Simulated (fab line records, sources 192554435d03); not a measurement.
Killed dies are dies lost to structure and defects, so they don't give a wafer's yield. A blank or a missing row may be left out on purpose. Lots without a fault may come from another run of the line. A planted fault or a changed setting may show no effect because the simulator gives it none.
fab line records | flow n5_finfet
record lots=24 wafers=72 last_day=18
route steps=1938 shown BEOL_M9@1456 BEOL_M10@1484
lots that met no fault: from a run of the same line without faults
start_h: hours from the record's first day to the start of the lot's first wafer shown | wait_h: hours since the lot's step before | " the same as in the row above | L1.1+2: a row that stands for several wafers | - no value, or no start given | * or withheld: withheld | < > ~ a bound
route shown NAME@n: a module of which the file shows steps, and the number in the route of the first | usual: mean/standard deviation of fault-free wafers | same: alike in all rows | chamber/n: place in a boat | sites: the reading at each site | _std_site: their standard deviation | _edge_site: outer sites' mean less inner sites' | radius_mm: how far each site lies from the wafer's centre | mask NAME#n: copy n | behind: the tool/chamber that last shaped the wafer | hold: why the lot was held/for how many hours/how that ended | device: the transistor (n, p or np) that didn't switch | end of line: the same wafers' tests at the end of the route | a step without rows: its recipe alone | killed: dies lost to structure and defects at the first sort, not the wafer's yield | map: a wafer's dies, x killed, . not, _ none there
set.NAME: the setting as run; set.NAME@STEP: as run at that earlier step | model.NAME: the simulator's own value behind a step, which no gauge read
steps of the route over a sample of lots; a table a step, a row a wafer
services: from which hour (start_h, from the record's first day; less than 0 if before it) a tool's chamber was out of use, for how many hours, and why
## steps
# step N5_BEOL_M9_DEGAS_44
# recipe ambient=vacuum temp_c=250 time_s=60
# usual heater_power_w=331/27
# columns lot.wafer tool chamber start_h wait_h heater_power_w
L074.2 pvd_sputter-03 - 210.60 0.3 295
L074.3 " - " " 307
L074.5 " - " " 297
L075.2 pvd_sputter-01 - 227.28 0.3 344
L075.4 " - " " 342
L075.6 " - " " 361
L077.1 pvd_sputter-03 - 231.16 0.9 301
L077.2 " - " " 267
L077.3 " - " " 299
L078.1 pvd_sputter-02 - 231.81 1.5 338
L078.2 " - " " 276
L078.5 " - " " 307
L076.3 pvd_sputter-03 - 233.64 0.7 303
L076.4 " - " " 299
L076.6 " - " " 303
L079.1 pvd_sputter-01 - 250.89 1.0 347
L079.3 " - " " 357
L079.5 " - " " 333
L080.4 pvd_sputter-01 - 253.79 1.7 352
L080.5 " - " " 339
L080.6 " - " " 342
L081.2 pvd_sputter-01 - 254.93 0.7 355
L081.3 " - " " 369
L081.4 " - " " 344
L082.3 pvd_sputter-02 - 260.70 1.8 309
L082.4 " - " " 344
L082.6 " - " " 315
L084.2 pvd_sputter-01 - 273.02 0.4 343
L084.3 " - " " 336
L084.6 " - " " 346
L083.1 pvd_sputter-01 - 282.72 0.3 355
L083.4 " - " " 343
L083.5 " - " " 346
L085.3 pvd_sputter-02 - 292.30 0.2 280
L085.5 " - " " 337
L085.6 " - " " 273
L088.1 pvd_sputter-03 - 301.75 0.3 300
L088.5 " - " " 307
L088.6 " - " " 277
L087.1 pvd_sputter-01 - 304.78 0.3 341
L087.2 " - " " 364
L087.5 " - " " 345
L086.2 pvd_sputter-01 - 304.90 0.3 346
L086.3 " - " " 358
L086.6 " - " " 354
L089.1 pvd_sputter-01 - 307.46 0.6 346
L089.2 " - " " 351
L089.6 " - " " 353
L090.1 pvd_sputter-01 - 314.19 0.6 355
L090.4 " - " " 347
L090.5 " - " " 343
L092.2 pvd_sputter-01 - 314.27 0.3 344
L092.3 " - " " 338
L092.6 " - " " 338
L091.1 pvd_sputter-02 - 325.36 0.6 277
L091.4 " - " " 327
L091.5 " - " " 333
L093.2 pvd_sputter-01 - 332.77 0.5 339
L093.5 " - " " 364
L093.6 " - " " 344
L094.2 pvd_sputter-03 - 347.39 0.4 302
L094.3 " - " " 304
L094.4 " - " " 294
L095.3 pvd_sputter-02 - 347.73 0.2 333
L095.5 " - " " 342
L095.6 " - " " 279
L097.2 pvd_sputter-01 - 351.62 2.1 344
L097.4 " - " " 350
L097.5 " - " " 353
L096.3 pvd_sputter-01 - 354.90 0.3 341
L096.4 " - " " 364
L096.5 " - " " 356
# step N5_BEOL_M9_SURFACE_TREAT_79
# recipe gas=Ar time_s=* ion_energy_ev=* ion_current_ma_cm2=0.5 pressure_mtorr=* ar_flow_sccm=30
# usual throttle_valve_pct=*
# columns lot.wafer tool chamber start_h wait_h throttle_valve_pct
L074.2 pvd_sputter-01 - 211.67 0.8 *
L074.3 " - " " *
L074.5 " - " " *
L075.2 pvd_sputter-01 - 227.88 0.4 *
L075.4 " - " " *
L075.6 " - " " *
L077.1 pvd_sputter-02 - 231.77 0.4 *
L077.2 " - " " *
L077.3 " - " " *
L078.1 pvd_sputter-02 - 232.33 0.3 *
L078.2 " - " " *
L078.5 " - " " *
L076.3 pvd_sputter-03 - 234.06 0.2 *
L076.4 " - " " *
L076.6 " - " " *
L079.1 pvd_sputter-03 - 251.31 0.2 *
L079.3 " - " " *
L079.5 " - " " *
L080.4 pvd_sputter-01 - 254.19 0.2 *
L080.5 " - " " *
L080.6 " - " " *
L081.2 pvd_sputter-01 - 255.33 0.2 *
L081.3 " - " " *
L081.4 " - " " *
L082.3 pvd_sputter-03 - 261.18 0.2 *
L082.4 " - " " *
L082.6 " - " " *
L084.2 pvd_sputter-01 - 273.54 0.2 *
L084.3 " - " " *
L084.6 " - " " *
L083.1 pvd_sputter-01 - 283.30 0.3 *
L083.4 " - " " *
L083.5 " - " " *
L085.3 pvd_sputter-01 - 292.68 0.2 *
L085.5 " - " " *
L085.6 " - " " *
L088.1 pvd_sputter-03 - 303.77 1.8 *
L088.5 " - " " *
L088.6 " - " " *
L087.1 pvd_sputter-03 - 305.97 0.9 *
L087.2 " - " " *
L087.5 " - " " *
L086.2 pvd_sputter-03 - 306.01 0.9 *
L086.3 " - " " *
L086.6 " - " " *
L089.1 pvd_sputter-02 - 308.07 0.4 *
L089.2 " - " " *
L089.6 " - " " *
L090.1 pvd_sputter-01 - 314.67 0.2 *
L090.4 " - " " *
L090.5 " - " " *
L092.2 pvd_sputter-01 - 314.71 0.2 *
L092.3 " - " " *
L092.6 " - " " *
L091.1 pvd_sputter-02 - 325.76 0.2 *
L091.4 " - " " *
L091.5 " - " " *
L093.2 pvd_sputter-02 - 333.35 0.4 *
L093.5 " - " " *
L093.6 " - " " *
L094.2 pvd_sputter-03 - 347.79 0.2 *
L094.3 " - " " *
L094.4 " - " " *
L095.3 pvd_sputter-02 - 348.38 0.2 *
L095.5 " - " " *
L095.6 " - " " *
L097.2 pvd_sputter-01 - 352.04 0.2 *
L097.4 " - " " *
L097.5 " - " " *
L096.3 pvd_sputter-03 - 356.45 1.1 *
L096.4 " - " " *
L096.5 " - " " *
# step N5_BEOL_M10_OVL_MEAS_12
# recipe points_per_wafer=44
# usual M10_OVL=0.4/0.82
# columns lot.wafer tool chamber start_h wait_h M10_OVL[nm]
L074.2 overlay-01 0 216.60 0.0 -0.1
L074.3 " 0 " " -1.0
L074.5 " 0 " " -1.0
L075.2 overlay-02 0 233.12 0.0 1.7
L075.4 " 0 " " 1.4
L075.6 " 0 " " 1.6
L077.1 overlay-01 0 237.29 0.0 -0.3
L077.2 " 0 " " 0.4
L077.3 " 0 " " 1.0
L078.1 overlay-02 0 237.45 0.0 2.0
L078.2 " 0 " " 1.5
L078.5 " 0 " " 0.8
L076.3 overlay-01 0 238.17 0.0 0.2
L076.4 " 0 " " 0.5
L076.6 " 0 " " -1.2
L079.1 overlay-02 0 254.96 0.0 1.1
L079.3 " 0 " " -0.1
L079.5 " 0 " " -1.0
L080.4 overlay-02 0 258.34 0.0 0.0
L080.5 " 0 " " -0.3
L080.6 " 0 " " -0.2
L081.2 overlay-02 0 258.60 0.0 1.9
L081.3 " 0 " " 1.1
L081.4 " 0 " " 0.7
L082.3 overlay-02 0 267.74 0.0 0.8
L082.4 " 0 " " -0.2
L082.6 " 0 " " 1.4
L084.2 overlay-02 0 278.41 0.0 0.0
L084.3 " 0 " " -0.1
L084.6 " 0 " " -0.2
L083.1 overlay-01 0 287.45 0.0 1.3
L083.4 " 0 " " 0.4
L083.5 " 0 " " 1.3
L085.3 overlay-01 0 296.13 0.0 0.9
L085.5 " 0 " " 0.8
L085.6 " 0 " " 0.5
L088.1 overlay-01 0 307.24 0.0 -0.2
L088.5 " 0 " " -0.5
L088.6 " 0 " " 2.0
L087.1 overlay-01 0 310.48 0.0 -0.5
L087.2 " 0 " " 0.4
L087.5 " 0 " " -1.2
L086.2 overlay-01 0 310.70 0.0 1.3
L086.3 " 0 " " 2.5
L086.6 " 0 " " 0.5
L089.1 overlay-02 0 314.23 0.0 0.3
L089.2 " 0 " " 1.1
L089.6 " 0 " " 0.7
L090.1 overlay-01 0 317.81 0.0 0.8
L090.4 " 0 " " -0.3
L090.5 " 0 " " 0.4
L092.2 overlay-02 0 319.91 0.0 0.6
L092.3 " 0 " " 1.1
L092.6 " 0 " " 0.0
L091.1 overlay-01 0 329.72 0.0 1.0
L091.4 " 0 " " 0.3
L091.5 " 0 " " 0.9
L093.2 overlay-02 0 336.92 0.0 1.4
L093.5 " 0 " " 1.6
L093.6 " 0 " " 1.6
L094.2 overlay-02 0 352.23 0.0 -0.2
L094.3 " 0 " " -0.1
L094.4 " 0 " " -1.1
L095.3 overlay-01 0 353.23 0.0 0.0
L095.5 " 0 " " 0.7
L095.6 " 0 " " -0.7
L097.2 overlay-02 0 355.16 0.0 0.4
L097.4 " 0 " " 0.8
L097.5 " 0 " " 1.3
L096.3 overlay-02 0 361.18 0.0 -0.2
L096.4 " 0 " " 0.3
L096.5 " 0 " " 0.9
# step N5_BEOL_M10_ETCH_66
# recipe chemistry=N2/H2 target=SOC target_depth_a=1200 overetch_a=240 mask_material=SiARC temp_c=40 time_s=180 ion_energy_ev=200 pressure_mtorr=30 source_w=840 bias_w=150 n2_flow_sccm=200 h2_flow_sccm=200
# usual drypump_motor_current_A=5.8/0.33 oes_product_au=0.67/0.051 rf_vpp_V=525.0/2 showerhead_plenum_p_Torr=2.58/0.064 throttle_valve_pct=17.73/0.21
# columns lot.wafer tool chamber start_h wait_h drypump_motor_current_A oes_product_au rf_hours_counter_h rf_vpp_V showerhead_plenum_p_Torr throttle_valve_pct
L074.2 rie_diel-02 3 220.09 0.0 5.5 0.70 34 524.5 2.60 17.51
L074.3 " 2 " " 6.2 0.69 59 525.1 2.57 17.34
L074.5 " 1 " " 5.6 0.58 - 523.7 2.59 17.99
L075.2 rie_diel-02 1 236.18 0.0 5.5 0.57 227 524.9 2.59 17.99
L075.4 " 3 " " 5.5 0.69 40 524.8 2.60 17.53
L075.6 " 3 " " 5.5 0.69 - 525.7 2.60 17.53
L078.1 rie_diel-02 2 241.12 0.0 6.2 0.69 65 524.2 2.57 17.37
L078.2 " 1 " " 5.5 0.58 228 526.2 2.59 18.00
L078.5 " 2 " " 6.2 0.69 - 523.9 2.57 17.37
L077.1 rie_diel-01 0 241.16 0.0 6.0 0.67 71 527.1 2.69 17.80
L077.2 " 2 " " 5.9 0.56 248 525.9 2.59 17.90
L077.3 " 1 " " 6.1 0.74 18 522.3 2.49 17.69
L076.3 rie_diel-02 2 241.58 0.0 6.2 0.69 65 523.8 2.57 17.36
L076.4 " 1 " " 5.5 0.58 229 526.2 2.59 17.98
L076.6 " 1 " " 5.5 0.57 - 526.2 2.59 17.99
L079.1 rie_diel-01 3 257.45 0.0 5.3 0.68 55 527.1 2.67 17.87
L079.3 " 0 " " 6.0 0.66 77 528.4 2.69 17.80
L079.5 " 3 " " 5.3 0.68 - 528.3 2.67 17.87
L081.2 rie_diel-01 0 260.26 0.0 6.0 0.66 78 526.6 2.69 17.80
L081.3 " 3 " " 5.3 0.67 56 526.9 2.67 17.87
L081.4 " 1 " " 6.1 0.73 - 523.3 2.49 17.70
L080.4 rie_diel-02 2 260.43 0.0 6.2 0.67 73 524.0 2.57 17.39
L080.5 " 0 " " 6.0 0.66 - 524.3 2.57 17.64
L080.6 " 3 " " 5.5 0.68 - 525.4 2.59 17.53
L082.3 rie_diel-02 2 271.61 0.0 6.2 0.67 76 523.6 2.57 17.40
L082.4 " 3 " " 5.5 0.68 52 524.8 2.59 17.54
L082.6 " 0 " " 6.0 0.65 - 523.7 2.57 17.66
L084.2 rie_diel-06 3 280.92 0.0 5.4 0.54 243 523.8 2.49 18.21
L084.3 " 0 " " 6.2 0.67 62 521.8 2.47 18.09
L084.6 " 0 " " 6.2 0.68 - 522.2 2.47 18.09
L083.1 rie_diel-01 0 288.59 0.0 6.0 0.65 88 526.6 2.68 17.81
L083.4 " 1 " " 6.0 0.72 35 523.2 2.49 17.70
L083.5 " 0 " " 6.0 0.65 - 528.1 2.68 17.82
L085.3 rie_diel-06 0 298.12 0.0 6.2 0.66 67 521.9 2.47 18.09
L085.5 " 3 " " 5.4 0.53 - 523.0 2.49 18.22
L085.6 " 2 " " 5.7 0.66 - 522.0 2.47 17.87
L088.1 rie_diel-02 3 310.14 0.0 5.5 0.67 66 525.1 2.59 17.56
L088.5 " 2 " " 6.2 0.67 - 523.9 2.56 17.42
L088.6 " 0 " " 6.0 0.65 - 523.8 2.56 17.68
L086.2 rie_diel-01 1 313.31 0.0 6.0 0.70 46 523.8 2.48 17.74
L086.3 " 0 " " 6.0 0.64 99 528.0 2.68 17.83
L086.6 " 3 " " 5.3 0.65 - 528.5 2.66 17.90
L087.1 rie_diel-01 2 313.78 0.0 5.9 0.76 15 525.0 2.59 17.52
L087.2 " 3 " " 5.3 0.65 76 527.7 2.66 17.91
L087.5 " 1 " " 6.1 0.70 - 521.7 2.48 17.73
L089.1 rie_diel-06 0 315.87 0.0 6.2 0.67 75 520.2 2.46 18.10
L089.2 " 2 " " 5.7 0.66 91 522.3 2.47 17.86
L089.6 " 1 " " 6.6 0.68 - 523.9 2.57 17.95
L090.1 rie_diel-01 1 319.05 0.0 6.1 0.70 48 521.9 2.48 17.74
L090.4 " 3 " " 5.3 0.65 - 529.7 2.66 17.91
L090.5 " 1 " " 6.1 0.70 - 522.6 2.48 17.74
L092.2 rie_diel-02 2 321.18 0.0 6.2 0.66 95 523.9 2.56 17.43
L092.3 " 1 " " 5.5 0.80 1 526.9 2.58 17.67
L092.6 " 1 " " 5.5 0.80 - 525.6 2.58 17.67
L091.1 rie_diel-02 1 331.73 0.0 5.5 0.78 5 527.6 2.58 17.68
L091.4 " 3 " " 5.5 0.65 74 524.5 2.58 17.58
L091.5 " 0 " " 6.0 0.64 - 525.9 2.56 17.69
L093.2 rie_diel-02 0 338.13 0.0 6.0 0.64 115 524.3 2.56 17.68
L093.5 " 0 " " 6.0 0.64 - 524.9 2.56 17.69
L093.6 " 3 " " 5.5 0.65 - 524.0 2.58 17.57
L094.2 rie_diel-02 2 353.54 0.0 6.2 0.65 107 523.3 2.55 17.45
L094.3 " 0 " " 6.0 0.63 121 523.6 2.55 17.68
L094.4 " 0 " " 6.0 0.64 - 523.8 2.55 17.71
L095.3 rie_diel-01 0 356.61 0.0 6.0 0.63 117 526.9 2.67 17.87
L095.5 " 3 " " 5.3 0.64 - 526.8 2.65 17.93
L095.6 " 0 " " 6.0 0.63 - 525.6 2.67 17.85
L097.2 rie_diel-02 2 356.74 0.0 6.2 0.65 108 524.5 2.55 17.44
L097.4 " 1 " " 5.6 0.76 - 523.3 2.57 17.67
L097.5 " 2 " " 6.2 0.65 - 523.4 2.55 17.46
L096.3 rie_diel-01 2 362.69 0.0 5.9 0.74 31 525.1 2.58 17.55
L096.4 " 3 " " 5.3 0.64 95 526.8 2.65 17.94
L096.5 " 3 " " 5.3 0.64 - 528.0 2.65 17.94
# step N5_BEOL_M10_CURE_72
# recipe temp_c=370 time_s=120 ambient=DMADMS/He material=SiCOH_lowk
# usual lamp_power_pct=52.31/0.062 wafer_temp_C_max=371.7/0.42
# columns lot.wafer tool chamber start_h wait_h lamp_power_pct wafer_temp_C_max
L074.2 uv_cure-01 1 220.85 0.2 52.39 372.0
L074.3 " 1 " " 52.36 371.3
L074.5 " 1 " " 52.25 371.2
L075.2 uv_cure-03 0 236.84 0.1 52.23 371.8
L075.4 " 0 " " 52.34 371.7
L075.6 " 0 " " 52.25 372.7
L078.1 uv_cure-03 0 241.72 0.0 52.44 371.7
L078.2 " 0 " " 52.26 371.7
L078.5 " 0 " " 52.33 372.2
L077.1 uv_cure-01 0 241.77 0.0 52.30 371.8
L077.2 " 0 " " 52.37 372.7
L077.3 " 0 " " 52.28 371.9
L076.3 uv_cure-03 0 242.42 0.3 52.35 371.8
L076.4 " 0 " " 52.26 371.8
L076.6 " 0 " " 52.21 371.2
L079.1 uv_cure-03 0 258.05 0.0 52.35 372.1
L079.3 " 0 " " 52.33 372.1
L079.5 " 0 " " 52.41 371.8
L081.2 uv_cure-03 0 260.91 0.1 52.35 371.3
L081.3 " 0 " " 52.39 372.0
L081.4 " 0 " " 52.36 372.0
L080.4 uv_cure-01 2 261.27 0.3 52.27 371.3
L080.5 " 2 " " 52.27 371.7
L080.6 " 2 " " 52.36 371.6
L082.3 uv_cure-01 2 272.31 0.1 52.29 371.1
L082.4 " 2 " " 52.32 371.1
L082.6 " 2 " " 52.26 371.3
L084.2 uv_cure-03 2 281.58 0.1 52.41 372.5
L084.3 " 2 " " 52.35 371.4
L084.6 " 2 " " 52.32 372.2
L083.1 uv_cure-02 0 289.19 0.0 52.38 371.7
L083.4 " 0 " " 52.28 370.9
L083.5 " 0 " " 52.35 371.7
L085.3 uv_cure-02 1 298.92 0.2 52.20 371.1
L085.5 " 1 " " 52.25 371.2
L085.6 " 1 " " 52.22 371.9
L088.1 uv_cure-03 1 310.74 0.0 52.30 371.6
L088.5 " 1 " " 52.46 372.7
L088.6 " 1 " " 52.32 371.7
L086.2 uv_cure-03 0 314.22 0.3 52.27 371.6
L086.3 " 0 " " 52.35 371.3
L086.6 " 0 " " 52.27 371.6
L087.1 uv_cure-02 1 314.38 0.0 52.33 372.1
L087.2 " 1 " " 52.20 371.3
L087.5 " 1 " " 52.31 371.7
L089.1 uv_cure-01 0 316.48 0.0 52.33 372.9
L089.2 " 0 " " 52.30 372.1
L089.6 " 0 " " 52.28 371.8
L090.1 uv_cure-02 0 319.65 0.0 52.27 371.3
L090.4 " 0 " " 52.28 371.7
L090.5 " 0 " " 52.34 371.8
L092.2 uv_cure-02 2 321.96 0.2 52.15 371.1
L092.3 " 2 " " 52.24 371.0
L092.6 " 2 " " 52.31 371.3
L091.1 uv_cure-02 0 332.33 0.0 52.35 372.6
L091.4 " 0 " " 52.33 371.9
L091.5 " 0 " " 52.36 372.2
L093.2 uv_cure-03 0 338.79 0.1 52.37 372.5
L093.5 " 0 " " 52.38 371.9
L093.6 " 0 " " 52.28 371.7
L094.2 uv_cure-01 0 354.26 0.2 52.38 371.3
L094.3 " 0 " " 52.31 371.7
L094.4 " 0 " " 52.39 371.5
L095.3 uv_cure-03 2 357.31 0.1 52.37 371.5
L095.5 " 2 " " 52.36 371.9
L095.6 " 2 " " 52.21 371.7
L097.2 uv_cure-02 1 357.53 0.2 52.27 371.2
L097.4 " 1 " " 52.26 371.6
L097.5 " 1 " " 52.46 372.2
L096.3 uv_cure-03 2 363.39 0.1 52.29 371.8
L096.4 " 2 " " 52.28 372.1
L096.5 " 2 " " 52.31 372.2
# step N5_BEOL_M10_DEGAS_44
# recipe ambient=vacuum temp_c=250 time_s=60
# usual heater_power_w=325/28
# columns lot.wafer tool chamber start_h wait_h heater_power_w
L074.2 pvd_sputter-01 - 221.58 0.6 345
L074.3 " - " " 349
L074.5 " - " " 356
L075.2 pvd_sputter-01 - 237.99 1.1 349
L075.4 " - " " 354
L075.6 " - " " 352
L078.1 pvd_sputter-03 - 242.10 0.3 301
L078.2 " - " " 300
L078.5 " - " " 301
L077.1 pvd_sputter-03 - 242.18 0.4 306
L077.2 " - " " 306
L077.3 " - " " 279
L076.3 pvd_sputter-03 - 243.12 0.6 301
L076.4 " - " " 305
L076.6 " - " " 301
L079.1 pvd_sputter-02 - 258.38 0.3 282
L079.3 " - " " 337
L079.5 " - " " 339
L081.2 pvd_sputter-01 - 261.35 0.4 340
L081.3 " - " " 344
L081.4 " - " " 359
L080.4 pvd_sputter-02 - 261.44 0.1 330
L080.5 " - " " 280
L080.6 " - " " 325
L082.3 pvd_sputter-01 - 272.60 0.2 339
L082.4 " - " " 351
L082.6 " - " " 337
L084.2 pvd_sputter-01 - 282.64 1.0 337
L084.3 " - " " 349
L084.6 " - " " 352
L083.1 pvd_sputter-02 - 289.80 0.6 313
L083.4 " - " " 330
L083.5 " - " " 310
L085.3 pvd_sputter-02 - 299.36 0.3 275
L085.5 " - " " 332
L085.6 " - " " 274
L088.1 pvd_sputter-01 - 311.09 0.3 360
L088.5 " - " " 345
L088.6 " - " " 355
L086.2 pvd_sputter-01 - 314.79 0.5 353
L086.3 " - " " 354
L086.6 " - " " 349
L087.1 pvd_sputter-02 - 314.90 0.5 312
L087.2 " - " " 280
L087.5 " - " " 315
L089.1 pvd_sputter-03 - 317.08 0.6 303
L089.2 " - " " 301
L089.6 " - " " 276
L090.1 pvd_sputter-01 - 320.29 0.6 338
L090.4 " - " " 357
L090.5 " - " " 347
L092.2 pvd_sputter-02 - 324.14 2.1 337
L092.3 " - " " 282
L092.6 " - " " 276
L091.1 pvd_sputter-01 - 332.85 0.5 348
L091.4 " - " " 362
L091.5 " - " " 343
L093.2 pvd_sputter-03 - 339.15 0.3 300
L093.5 " - " " 300
L093.6 " - " " 299
L094.2 pvd_sputter-01 - 354.68 0.4 354
L094.3 " - " " 367
L094.4 " - " " 343
L095.3 pvd_sputter-03 - 357.63 0.3 298
L095.5 " - " " 305
L095.6 " - " " 278
L097.2 pvd_sputter-01 - 357.94 0.4 362
L097.4 " - " " 340
L097.5 " - " " 342
L096.3 pvd_sputter-03 - 364.26 0.8 301
L096.4 " - " " 302
L096.5 " - " " 302
## services
# columns tool chamber start_h hours kind
rie_diel-01 - 189.34 0.3 repair
uv_cure-01 - 191.04 1.0 pm
uv_cure-02 - 208.82 53.7 repair
rie_diel-01 2 218.92 9.9 repair
rie_diel-02 0 219.88 3.8 repair
rie_diel-01 2 254.45 7.3 repair
rie_diel-01 2 261.77 - clean
rie_diel-01 2 261.77 - consumable_replace:focus_ring
rie_diel-01 2 261.77 11.2 scheduled_down
rie_diel-01 2 261.77 11.2 vent_cycle
uv_cure-02 - 262.56 5.0 pm
uv_cure-03 - 289.73 2.1 pm
rie_diel-02 1 302.20 - clean
rie_diel-02 1 302.20 - consumable_replace:focus_ring
rie_diel-02 1 302.20 17.0 scheduled_down
rie_diel-02 1 302.20 17.0 vent_cycle
rie_diel-06 3 303.32 - clean
rie_diel-06 3 303.32 - consumable_replace:focus_ring
uv_cure-01 - 304.10 7.5 pm
rie_diel-01 2 315.73 7.1 repair
uv_cure-02 - 322.80 7.5 pm
uv_cure-02 - 333.77 3.1 repair
uv_cure-03 - 349.66 7.5 pm
rie_diel-02 3 350.59 13.3 repair
## key
fault none
